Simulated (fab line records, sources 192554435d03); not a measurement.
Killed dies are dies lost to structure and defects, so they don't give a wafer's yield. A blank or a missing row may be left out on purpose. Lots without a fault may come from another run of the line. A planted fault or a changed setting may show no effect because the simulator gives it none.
fab line records | flow n5_finfet
record lots=24 wafers=72 last_day=18
route steps=1938 shown STI_FIN_REVEAL@188 DUMMY_GATE@240 SPACER0@258
lots that met no fault: from a run of the same line without faults
start_h: hours from the record's first day to the start of the lot's first wafer shown | wait_h: hours since the lot's step before | " the same as in the row above | L1.1+2: a row that stands for several wafers | - no value, or no start given | * or withheld: withheld | < > ~ a bound
route shown NAME@n: a module of which the file shows steps, and the number in the route of the first | usual: mean/standard deviation of fault-free wafers | same: alike in all rows | chamber/n: place in a boat | sites: the reading at each site | _std_site: their standard deviation | _edge_site: outer sites' mean less inner sites' | radius_mm: how far each site lies from the wafer's centre | mask NAME#n: copy n | behind: the tool/chamber that last shaped the wafer | hold: why the lot was held/for how many hours/how that ended | device: the transistor (n, p or np) that didn't switch | end of line: the same wafers' tests at the end of the route | a step without rows: its recipe alone | killed: dies lost to structure and defects at the first sort, not the wafer's yield | map: a wafer's dies, x killed, . not, _ none there
set.NAME: the setting as run; set.NAME@STEP: as run at that earlier step | model.NAME: the simulator's own value behind a step, which no gauge read
steps of the route over a sample of lots; a table a step, a row a wafer
services: from which hour (start_h, from the record's first day; less than 0 if before it) a tool's chamber was out of use, for how many hours, and why
## steps
# step N5_STI_FIN_REVEAL_THK_MEAS_05
# usual thk_nm=132.0/1.4
# columns lot.wafer tool chamber start_h wait_h thk_nm
L074.1 film_metro-02 - 34.59 - 133.6
L074.2 " - " " 129.7
L074.5 " - " " 133.5
L075.3 film_metro-01 - 38.54 - 133.5
L075.4 " - " " 134.6
L075.5 " - " " 133.4
L076.1 film_metro-02 - 44.96 - 130.7
L076.2 " - " " 132.6
L076.3 " - " " 129.6
L077.3 film_metro-01 - 52.41 - 129.7
L077.4 " - " " 132.7
L077.5 " - " " 133.4
L078.1 film_metro-01 - 57.30 - 128.6
L078.3 " - " " 132.2
L078.4 " - " " 131.1
L079.2 film_metro-02 - 63.86 - 131.8
L079.3 " - " " 130.5
L079.4 " - " " 132.3
L080.2 film_metro-01 - 68.86 - 131.5
L080.3 " - " " 132.5
L080.4 " - " " 131.2
L081.1 film_metro-02 - 75.76 - 128.8
L081.3 " - " " 130.6
L081.6 " - " " 129.6
L082.1 film_metro-01 - 85.12 - 130.0
L082.3 " - " " 131.7
L082.4 " - " " 133.3
L083.2 film_metro-02 - 87.89 - 132.4
L083.3 " - " " 130.3
L083.6 " - " " 130.1
L084.3 film_metro-01 - 94.39 - 132.1
L084.5 " - " " 131.6
L084.6 " - " " 133.5
L085.1 film_metro-01 - 101.40 - 132.1
L085.2 " - " " 134.6
L085.6 " - " " 132.4
L086.3 film_metro-01 - 108.27 - 129.6
L086.4 " - " " 132.7
L086.5 " - " " 132.6
L087.3 film_metro-01 - 114.41 - 132.1
L087.4 " - " " 134.6
L087.5 " - " " 132.9
L088.1 film_metro-01 - 117.97 - 132.4
L088.2 " - " " 132.2
L088.5 " - " " 132.0
L089.2 film_metro-01 - 124.57 - 129.8
L089.5 " - " " 133.4
L089.6 " - " " 129.7
L090.4 film_metro-02 - 130.14 - 133.2
L090.5 " - " " 131.7
L090.6 " - " " 133.5
L091.1 film_metro-02 - 136.10 - 129.6
L091.3 " - " " 131.5
L091.6 " - " " 129.9
L092.1 film_metro-02 - 142.52 - 131.0
L092.2 " - " " 132.6
L092.5 " - " " 133.4
L093.1 film_metro-02 - 148.89 - 132.2
L093.4 " - " " 133.3
L093.5 " - " " 132.9
L094.2 film_metro-02 - 153.16 - 131.5
L094.3 " - " " 130.6
L094.4 " - " " 130.3
L095.4 film_metro-01 - 161.37 - 131.1
L095.5 " - " " 132.8
L095.6 " - " " 133.4
L096.1 film_metro-02 - 165.95 - 135.2
L096.3 " - " " 132.5
L096.5 " - " " 133.0
L097.2 film_metro-01 - 171.28 - 130.6
L097.4 " - " " 132.2
L097.5 " - " " 133.2
# step N5_DUMMY_GATE_TRIM_49
# recipe chemistry=O2 resist=SOC time_s=29 target_cd_nm=14 source_power_w=300 bias_power_w=0 O2_flow_sccm=100 temp_c=20
# usual drypump_motor_current_A=5.6/0.43 oes_product_au=1.003/0.017 rf_fwd_power_W=298.4/1 throttle_valve_pct=8.18/0.17
# columns lot.wafer tool chamber start_h wait_h drypump_motor_current_A oes_product_au rf_fwd_power_W rf_hours_counter_h throttle_valve_pct
L074.1 rie_si-06 3 47.08 0.0 5.7 1.020 297.8 192 8.31
L074.2 " 2 " " 5.4 1.000 298.3 98 8.48
L074.5 " 0 " " 5.6 0.989 299.3 - 8.17
L075.3 rie_si-06 2 52.53 0.0 5.5 0.997 296.7 98 8.47
L075.4 " 3 " " 5.7 1.015 297.9 192 8.32
L075.5 " 3 " " 5.7 1.013 297.9 - 8.32
L076.1 rie_si-03 1 57.71 0.0 5.8 0.993 297.0 33 8.26
L076.2 " 3 " " 6.7 0.977 298.9 39 8.26
L076.3 " 2 " " 5.1 0.969 297.1 93 7.93
L077.3 rie_si-06 3 64.54 0.0 5.6 1.012 300.2 193 8.32
L077.4 " 1 " " 5.1 0.990 298.9 8 7.86
L077.5 " 3 " " 5.6 1.011 299.1 - 8.33
L078.1 rie_si-06 0 69.81 0.0 5.7 0.990 298.3 8 8.17
L078.3 " 2 " " 5.4 0.994 297.7 98 8.48
L078.4 " 3 " " 5.6 1.004 298.5 193 8.30
L079.2 rie_si-03 0 76.14 0.0 5.8 1.019 297.1 156 8.44
L079.3 " 2 " " 5.1 0.960 298.2 93 7.95
L079.4 " 3 " " 6.7 0.980 299.3 39 8.28
L080.2 rie_si-06 3 81.17 0.0 5.6 1.013 298.2 193 8.31
L080.3 " 0 " " 5.7 1.009 298.3 8 8.16
L080.4 " 2 " " 5.4 0.984 299.5 98 8.48
L081.1 rie_si-05 3 88.42 0.0 6.3 0.980 298.8 129 8.20
L081.3 " 2 " " 5.0 1.009 300.3 44 8.08
L081.6 " 0 " " 5.5 1.005 298.0 - 8.04
L082.1 rie_si-05 1 97.91 0.0 5.7 1.019 298.2 4 8.20
L082.3 " 2 " " 5.0 1.012 297.6 45 8.10
L082.4 " 3 " " 6.2 0.995 299.2 129 8.21
L083.2 rie_si-05 3 101.58 0.0 6.3 0.986 297.6 129 8.20
L083.3 " 0 " " 5.5 1.001 298.4 17 8.06
L083.6 " 2 " " 5.0 1.017 298.0 - 8.07
L084.3 rie_si-05 1 106.92 0.0 5.7 1.027 300.2 4 8.20
L084.5 " 2 " " 5.0 1.012 297.6 - 8.07
L084.6 " 1 " " 5.7 1.024 300.7 - 8.19
L085.1 rie_si-05 3 114.13 0.0 6.3 0.991 299.9 130 8.19
L085.2 " 1 " " 5.7 1.022 299.6 4 8.18
L085.6 " 2 " " 5.0 1.008 298.4 - 8.08
L086.3 rie_si-05 0 122.49 0.0 5.5 0.998 300.3 17 8.06
L086.4 " 1 " " 5.8 1.016 300.0 4 8.20
L086.5 " 3 " " 6.3 0.979 297.8 - 8.22
L087.3 rie_si-06 3 126.62 0.0 5.6 1.019 297.1 194 8.33
L087.4 " 1 " " 5.2 1.006 299.2 9 7.85
L087.5 " 2 " " 5.4 1.002 297.9 - 8.48
L088.1 rie_si-06 1 132.37 0.0 5.1 1.000 298.7 9 7.86
L088.2 " 3 " " 5.6 1.013 298.8 194 8.32
L088.5 " 3 " " 5.6 1.007 298.0 - 8.32
L089.2 rie_si-05 2 137.51 0.0 5.0 1.018 297.3 45 8.06
L089.5 " 1 " " 5.7 1.030 299.2 - 8.21
L089.6 " 2 " " 5.0 1.015 296.2 - 8.06
L090.4 rie_si-05 0 142.56 0.0 5.5 0.999 298.9 18 8.06
L090.5 " 3 " " 6.3 0.980 297.6 - 8.20
L090.6 " 2 " " 5.0 1.013 298.3 - 8.07
L091.1 rie_si-05 1 148.82 0.0 5.7 1.034 300.0 4 8.19
L091.3 " 0 " " 5.5 1.019 299.0 18 8.05
L091.6 " 0 " " 5.5 1.005 297.8 - 8.05
L092.1 rie_si-05 2 154.86 0.0 5.0 1.024 299.7 46 8.08
L092.2 " 1 " " 5.7 1.029 299.4 5 8.20
L092.5 " 1 " " 5.7 1.027 299.2 - 8.20
L093.1 rie_si-03 0 163.51 0.0 5.8 1.024 298.5 158 8.43
L093.4 " 3 " " 6.7 0.982 299.3 41 8.26
L093.5 " 3 " " 6.7 0.981 299.0 - 8.27
L094.2 rie_si-06 0 165.27 0.0 5.7 1.004 298.7 9 8.18
L094.3 " 2 " " 5.4 0.995 299.3 100 8.48
L094.4 " 0 " " 5.7 1.004 298.6 - 8.17
L095.4 rie_si-05 0 173.73 0.0 5.5 1.003 298.6 18 8.05
L095.5 " 1 " " 5.7 1.029 299.0 - 8.21
L095.6 " 0 " " 5.5 1.005 298.2 - 8.07
L096.1 rie_si-03 0 178.14 0.0 5.8 1.020 297.1 158 8.44
L096.3 " 3 " " 6.7 0.982 299.2 41 8.27
L096.5 " 3 " " 6.6 0.980 299.8 - 8.28
L097.2 rie_si-03 0 183.52 0.0 5.8 1.022 298.2 158 8.46
L097.4 " 2 " " 5.1 0.960 296.7 95 7.93
L097.5 " 1 " " 5.8 0.990 297.6 - 8.26
# step N5_DUMMY_GATE_STRIP_41
# recipe chemistry=O2 power_w=400 temp_c=40 pressure_mtorr=30 rf_frequency_hz=6e+07 bias_power_w=0 overash_fraction=0.3 o2_flow_sccm=225
# usual drypump_motor_current_A=5.8/0.42 o2_flow_sccm=225.1/0.63 oes_product_au=0.73/0.043 rf_vpp_V=3.7/0.48 showerhead_plenum_p_Torr=2.15/0.049 throttle_valve_pct=16.75/0.18
# columns lot.wafer tool chamber start_h wait_h drypump_motor_current_A o2_flow_sccm oes_product_au rf_hours_counter_h rf_vpp_V showerhead_plenum_p_Torr throttle_valve_pct
L074.1 rie_diel-03 1 47.50 0.0 6.4 224.4 0.69 204 3.4 2.16 16.78
L074.2 " 0 " " 5.9 225.8 0.75 146 5.1 2.17 16.55
L074.5 " 0 " " 5.9 225.4 0.76 - 3.5 2.17 16.54
L075.3 rie_diel-06 3 52.96 0.0 5.2 224.3 0.77 166 3.2 2.02 16.78
L075.4 " 0 " " 5.7 224.6 0.73 162 2.7 2.21 16.69
L075.5 " 0 " " 5.7 226.0 0.73 - 3.6 2.21 16.68
L076.1 rie_diel-05 2 58.10 0.0 6.3 224.5 0.75 163 3.8 2.19 16.56
L076.2 " 0 " " 5.3 224.9 0.79 122 3.6 2.19 16.38
L076.3 " 1 " " 5.1 225.0 0.74 152 3.4 2.19 16.79
L077.3 rie_diel-03 0 64.78 0.0 5.9 225.2 0.74 151 3.6 2.17 16.56
L077.4 " 3 " " 5.9 224.5 0.71 183 3.6 2.17 16.97
L077.5 " 2 " " 5.6 225.1 0.82 - 4.4 2.15 16.94
L078.1 rie_diel-06 2 70.10 0.0 6.7 225.2 0.82 102 3.8 2.04 16.67
L078.3 " 0 " " 5.7 224.6 0.73 167 3.9 2.21 16.69
L078.4 " 1 " " 5.7 224.9 0.73 171 4.3 2.19 16.55
L079.2 rie_diel-03 3 76.62 0.0 5.9 224.8 0.71 186 3.8 2.17 16.97
L079.3 " 2 " " 5.6 225.5 0.82 70 4.4 2.15 16.93
L079.4 " 0 " " 5.9 224.9 0.74 154 3.2 2.17 16.57
L080.2 rie_diel-05 1 81.42 0.0 5.1 225.6 0.73 160 4.1 2.19 16.78
L080.3 " 0 " " 5.3 224.9 0.78 130 3.0 2.19 16.39
L080.4 " 3 " " 6.0 224.3 0.67 197 4.7 2.08 16.78
L081.1 rie_diel-03 3 88.66 0.0 5.9 225.8 0.69 190 3.5 2.17 16.98
L081.3 " 2 " " 5.6 224.5 0.81 74 3.3 2.15 16.94
L081.6 " 2 " " 5.6 225.2 0.81 - 3.5 2.15 16.94
L082.1 rie_diel-03 1 98.15 0.0 6.5 225.2 0.70 219 3.8 2.15 16.81
L082.3 " 3 " " 5.9 225.3 0.70 192 3.7 2.16 16.98
L082.4 " 0 " " 5.9 225.2 0.75 160 3.7 2.17 16.60
L083.2 rie_diel-06 2 101.93 0.0 6.7 224.8 0.81 110 3.8 2.04 16.68
L083.3 " 1 " " 5.7 224.4 0.71 179 3.0 2.19 16.55
L083.6 " 3 " " 5.2 224.6 0.76 - 3.6 2.01 16.78
L084.3 rie_diel-03 0 107.16 0.0 5.9 223.4 0.73 162 4.1 2.17 16.59
L084.5 " 2 " " 5.6 226.0 0.80 - 3.3 2.15 16.94
L084.6 " 1 " " 6.4 225.4 0.69 - 3.2 2.15 16.81
L085.1 rie_diel-05 1 114.55 0.0 5.1 225.3 0.72 170 3.8 2.18 16.82
L085.2 " 0 " " 5.3 225.4 0.77 139 3.2 2.18 16.41
L085.6 " 2 " " 6.3 225.0 0.74 - 3.3 2.19 16.58
L086.3 rie_diel-05 1 122.76 0.0 5.1 225.3 0.72 172 3.2 2.18 16.83
L086.4 " 2 " " 6.3 226.5 0.73 183 3.1 2.18 16.59
L086.5 " 0 " " 5.3 226.1 0.76 - 4.4 2.18 16.41
L087.3 rie_diel-05 1 126.91 0.0 5.1 225.3 0.72 174 3.7 2.18 16.82
L087.4 " 2 " " 6.3 225.4 0.74 - 3.8 2.18 16.60
L087.5 " 1 " " 5.1 224.7 0.72 - 3.2 2.18 16.82
L088.1 rie_diel-03 0 132.62 0.0 5.9 225.6 0.73 170 3.1 2.17 16.59
L088.2 " 2 " " 5.6 225.1 0.80 88 3.5 2.14 16.96
L088.5 " 0 " " 5.9 225.6 0.73 - 3.8 2.17 16.60
L089.2 rie_diel-03 2 137.79 0.0 5.6 225.4 0.79 90 4.5 2.14 16.96
L089.5 " 3 " " 5.9 223.9 0.70 - 4.1 2.16 17.01
L089.6 " 0 " " 5.9 225.3 0.72 - 3.8 2.16 16.63
L090.4 rie_diel-06 2 142.80 0.0 6.7 225.3 0.80 123 3.5 2.03 16.70
L090.5 " 0 " " 5.7 225.1 0.71 - 3.5 2.20 16.73
L090.6 " 1 " " 5.7 224.5 0.70 - 4.1 2.19 16.60
L091.1 rie_diel-03 2 149.06 0.0 5.7 225.4 0.79 95 4.2 2.14 16.97
L091.3 " 3 " " 5.9 225.1 0.69 211 3.6 2.16 17.03
L091.6 " 2 " " 5.7 226.3 0.79 - 3.9 2.14 16.97
L092.1 rie_diel-05 2 155.11 0.0 6.4 225.6 0.73 194 3.6 2.18 16.61
L092.2 " 3 " " 6.1 225.0 0.65 216 4.2 2.08 16.83
L092.5 " 3 " " 6.0 225.2 0.66 - 3.5 2.08 16.82
L093.1 rie_diel-03 0 163.75 0.0 5.9 225.2 0.71 183 3.6 2.16 16.60
L093.4 " 3 " " 5.9 225.2 0.69 - 3.5 2.16 17.04
L093.5 " 2 " " 5.6 225.1 0.78 - 3.5 2.14 17.00
L094.2 rie_diel-03 3 165.51 0.0 5.8 225.3 0.69 218 3.7 2.16 17.04
L094.3 " 0 " " 5.9 225.7 0.73 184 3.6 2.16 16.62
L094.4 " 2 " " 5.7 225.2 0.78 - 4.1 2.14 16.99
L095.4 rie_diel-05 3 173.98 0.0 6.0 226.2 0.66 223 4.0 2.08 16.84
L095.5 " 2 " " 6.4 225.1 0.73 - 3.2 2.18 16.63
L095.6 " 1 " " 5.1 225.6 0.70 - 4.6 2.18 16.86
L096.1 rie_diel-05 0 178.39 0.0 5.3 225.4 0.76 155 3.5 2.18 16.43
L096.3 " 2 " " 6.3 224.9 0.74 202 4.0 2.18 16.63
L096.5 " 3 " " 6.0 225.2 0.66 - 4.2 2.08 16.86
L097.2 rie_diel-05 0 183.76 0.0 5.3 224.6 0.75 156 3.8 2.18 16.43
L097.4 " 2 " " 6.3 224.7 0.73 203 4.6 2.18 16.62
L097.5 " 0 " " 5.3 225.0 0.76 - 3.3 2.18 16.44
# step N5_SPACER0_ALD_07
# recipe material=SiNx target_thk_a=20 temp_c=400 ald_precursor_family=SiH2I2 ald_co_reactant=N2/H2-plasma pressure_torr=2
# usual heater_power_w=834/120
# columns lot.wafer tool chamber start_h wait_h heater_power_w
L074.1 ald_sin-04 0 48.22 0.0 790
L074.2 " 3 " " 898
L074.5 " 1 " " 1056
L075.3 ald_sin-04 0 53.68 0.0 788
L075.4 " 3 " " 892
L075.5 " 2 " " 748
L076.1 ald_sin-02 3 58.91 0.0 751
L076.2 " 0 " " 1061
L076.3 " 2 " " 652
L077.3 ald_sin-02 1 65.64 0.0 926
L077.4 " 0 " " 1092
L077.5 " 3 " " 758
L078.1 ald_sin-03 1 70.83 0.0 812
L078.3 " 2 " " 723
L078.4 " 0 " " 756
L079.2 ald_sin-04 0 78.64 1.2 804
L079.3 " 3 " " 879
L079.4 " 1 " " 1027
L080.2 ald_sin-03 3 82.14 0.0 914
L080.3 " 2 " " 711
L080.4 " 0 " " 747
L081.1 ald_sin-02 2 89.52 0.2 636
L081.3 " 1 " " 909
L081.6 " 1 " " 909
L082.1 ald_sin-02 3 99.41 0.5 767
L082.3 " 1 " " 914
L082.4 " 2 " " 645
L083.2 ald_sin-03 0 102.79 0.2 733
L083.3 " 2 " " 711
L083.6 " 3 " " 923
L084.3 ald_sin-02 0 108.04 0.2 1094
L084.5 " 1 " " 905
L084.6 " 2 " " 627
L085.1 ald_sin-04 0 115.30 0.0 776
L085.2 " 2 " " 763
L085.6 " 0 " " 798
L086.3 ald_sin-03 2 123.54 0.0 714
L086.4 " 0 " " 756
L086.5 " 1 " " 801
L087.3 ald_sin-04 2 128.37 0.7 770
L087.4 " 3 " " 874
L087.5 " 0 " " 790
L088.1 ald_sin-02 0 133.34 0.0 1104
L088.2 " 1 " " 892
L088.5 " 2 " " 654
L089.2 ald_sin-02 3 138.52 0.0 763
L089.5 " 2 " " 655
L089.6 " 1 " " 912
L090.4 ald_sin-04 3 143.73 0.2 901
L090.5 " 0 " " 792
L090.6 " 3 " " 890
L091.1 ald_sin-04 0 149.79 0.0 785
L091.3 " 2 " " 761
L091.6 " 2 " " 766
L092.1 ald_sin-02 0 155.83 0.0 1062
L092.2 " 1 " " 910
L092.5 " 1 " " 897
L093.1 ald_sin-03 0 164.48 0.0 766
L093.4 " 3 " " 913
L093.5 " 2 " " 735
L094.2 ald_sin-03 0 167.21 1.0 737
L094.3 " 3 " " 917
L094.4 " 3 " " 895
L095.4 ald_sin-04 2 174.70 0.0 755
L095.5 " 3 " " 891
L095.6 " 0 " " 767
L096.1 ald_sin-04 1 179.52 0.4 1027
L096.3 " 3 " " 890
L096.5 " 2 " " 756
L097.2 ald_sin-04 0 185.31 0.9 802
L097.4 " 3 " " 906
L097.5 " 1 " " 1006
# step N5_SPACER0_ALD_08
# recipe material=SiNx target_thk_a=20 temp_c=400 ald_precursor_family=SiH2I2 ald_co_reactant=N2/H2-plasma pressure_torr=2
# usual heater_power_w=834/120
# columns lot.wafer tool chamber start_h wait_h heater_power_w
L074.1 ald_sin-04 0 48.63 0.1 787
L074.2 " 3 " " 900
L074.5 " 1 " " 999
L075.3 ald_sin-04 0 54.09 0.1 786
L075.4 " 3 " " 875
L075.5 " 2 " " 783
L076.1 ald_sin-02 3 59.32 0.1 744
L076.2 " 0 " " 1103
L076.3 " 2 " " 652
L077.3 ald_sin-02 1 66.05 0.1 884
L077.4 " 0 " " 1112
L077.5 " 3 " " 764
L078.1 ald_sin-03 1 71.24 0.1 802
L078.3 " 2 " " 714
L078.4 " 0 " " 754
L079.2 ald_sin-04 0 79.05 0.1 794
L079.3 " 3 " " 881
L079.4 " 1 " " 1005
L080.2 ald_sin-03 3 82.55 0.1 904
L080.3 " 2 " " 718
L080.4 " 0 " " 741
L081.1 ald_sin-02 2 89.93 0.1 647
L081.3 " 1 " " 917
L081.6 " 1 " " 916
L082.1 ald_sin-02 3 99.82 0.1 745
L082.3 " 1 " " 897
L082.4 " 2 " " 653
L083.2 ald_sin-03 0 103.20 0.1 741
L083.3 " 2 " " 719
L083.6 " 3 " " 914
L084.3 ald_sin-02 0 108.45 0.1 1100
L084.5 " 1 " " 925
L084.6 " 2 " " 643
L085.1 ald_sin-04 0 115.71 0.1 785
L085.2 " 2 " " 754
L085.6 " 0 " " 770
L086.3 ald_sin-03 2 123.95 0.1 720
L086.4 " 0 " " 749
L086.5 " 1 " " 819
L087.3 ald_sin-04 2 128.78 0.1 757
L087.4 " 3 " " 882
L087.5 " 0 " " 778
L088.1 ald_sin-02 0 133.75 0.1 1070
L088.2 " 1 " " 888
L088.5 " 2 " " 655
L089.2 ald_sin-02 3 138.93 0.1 766
L089.5 " 2 " " 663
L089.6 " 1 " " 893
L090.4 ald_sin-04 3 144.14 0.1 915
L090.5 " 0 " " 795
L090.6 " 3 " " 896
L091.1 ald_sin-04 0 150.20 0.1 803
L091.3 " 2 " " 765
L091.6 " 2 " " 761
L092.1 ald_sin-02 0 156.24 0.1 1085
L092.2 " 1 " " 900
L092.5 " 1 " " 895
L093.1 ald_sin-03 0 164.89 0.1 743
L093.4 " 3 " " 905
L093.5 " 2 " " 724
L094.2 ald_sin-03 0 167.62 0.1 746
L094.3 " 3 " " 885
L094.4 " 3 " " 915
L095.4 ald_sin-04 2 175.11 0.1 733
L095.5 " 3 " " 885
L095.6 " 0 " " 787
L096.1 ald_sin-04 1 179.93 0.1 1029
L096.3 " 3 " " 892
L096.5 " 2 " " 749
L097.2 ald_sin-04 0 185.72 0.1 799
L097.4 " 3 " " 903
L097.5 " 1 " " 1028
# step N5_SPACER0_INSPECT_04
# recipe inspect_instrument=darkfield mode=post_dep
# usual raw_defect_count=148/35
# columns lot.wafer tool chamber start_h wait_h raw_defect_count
L074.1 defect_inspect-01 - 48.79 0.1 219
L074.2 " - " " 135
L074.5 " - " " 156
L075.3 defect_inspect-01 - 54.25 0.1 144
L075.4 " - " " 142
L075.5 " - " " 165
L076.1 defect_inspect-02 - 59.48 0.1 163
L076.2 " - " " 133
L076.3 " - " " 143
L077.3 defect_inspect-02 - 66.21 0.1 198
L077.4 " - " " 102
L077.5 " - " " 238
L078.1 defect_inspect-01 - 71.40 0.1 132
L078.3 " - " " 116
L078.4 " - " " 149
L079.2 defect_inspect-01 - 79.20 0.1 78
L079.3 " - " " 89
L079.4 " - " " 145
L080.2 defect_inspect-01 - 82.71 0.1 141
L080.3 " - " " 162
L080.4 " - " " 165
L081.1 defect_inspect-01 - 90.09 0.1 138
L081.3 " - " " 191
L081.6 " - " " 101
L082.1 defect_inspect-01 - 99.98 0.1 163
L082.3 " - " " 176
L082.4 " - " " 153
L083.2 defect_inspect-01 - 103.36 0.1 197
L083.3 " - " " 159
L083.6 " - " " 123
L084.3 defect_inspect-01 - 108.61 0.1 125
L084.5 " - " " 76
L084.6 " - " " 80
L085.1 defect_inspect-01 - 115.86 0.1 169
L085.2 " - " " 156
L085.6 " - " " 160
L086.3 defect_inspect-02 - 124.11 0.1 162
L086.4 " - " " 136
L086.5 " - " " 112
L087.3 defect_inspect-01 - 128.94 0.1 159
L087.4 " - " " 154
L087.5 " - " " 102
L088.1 defect_inspect-01 - 133.90 0.1 191
L088.2 " - " " 213
L088.5 " - " " 173
L089.2 defect_inspect-02 - 139.08 0.1 148
L089.5 " - " " 108
L089.6 " - " " 126
L090.4 defect_inspect-01 - 144.30 0.1 158
L090.5 " - " " 162
L090.6 " - " " 169
L091.1 defect_inspect-02 - 150.36 0.1 199
L091.3 " - " " 124
L091.6 " - " " 221
L092.1 defect_inspect-02 - 156.39 0.1 107
L092.2 " - " " 111
L092.5 " - " " 99
L093.1 defect_inspect-01 - 165.04 0.1 144
L093.4 " - " " 168
L093.5 " - " " 152
L094.2 defect_inspect-01 - 167.78 0.1 126
L094.3 " - " " 151
L094.4 " - " " 143
L095.4 defect_inspect-01 - 175.27 0.1 141
L095.5 " - " " 145
L095.6 " - " " 137
L096.1 defect_inspect-02 - 180.08 0.1 131
L096.3 " - " " 114
L096.5 " - " " 152
L097.2 defect_inspect-02 - 185.88 0.1 122
L097.4 " - " " 153
L097.5 " - " " 152
## services
# columns tool chamber start_h hours kind
rie_si-05 3 29.05 10.9 repair
rie_diel-06 0 46.11 4.4 repair
rie_si-06 2 59.03 4.1 repair
rie_si-05 - 64.13 2.8 pm
rie_si-03 1 76.30 1.8 repair
rie_si-03 0 80.44 4.5 repair
rie_si-06 0 94.55 2.9 repair
rie_si-03 - 99.66 0.3 repair
rie_si-06 - 104.32 8.3 repair
rie_diel-03 0 109.28 3.0 repair
rie_si-03 2 117.00 9.9 repair
rie_diel-06 0 119.35 10.0 repair
rie_diel-05 0 124.31 6.9 repair
rie_diel-03 1 127.54 46.7 repair
rie_diel-05 3 136.41 7.8 repair
ald_sin-04 3 139.48 - calibration
rie_si-06 1 158.58 1.1 repair
ald_sin-04 0 164.70 5.0 repair
ald_sin-03 - 176.75 14.0 pm
ald_sin-03 0 176.75 14.0 vent_cycle
ald_sin-03 1 176.75 14.0 vent_cycle
ald_sin-03 2 176.75 14.0 vent_cycle
ald_sin-02 - 181.32 0.4 repair
rie_diel-06 - 182.23 2.8 pm
## key
fault none
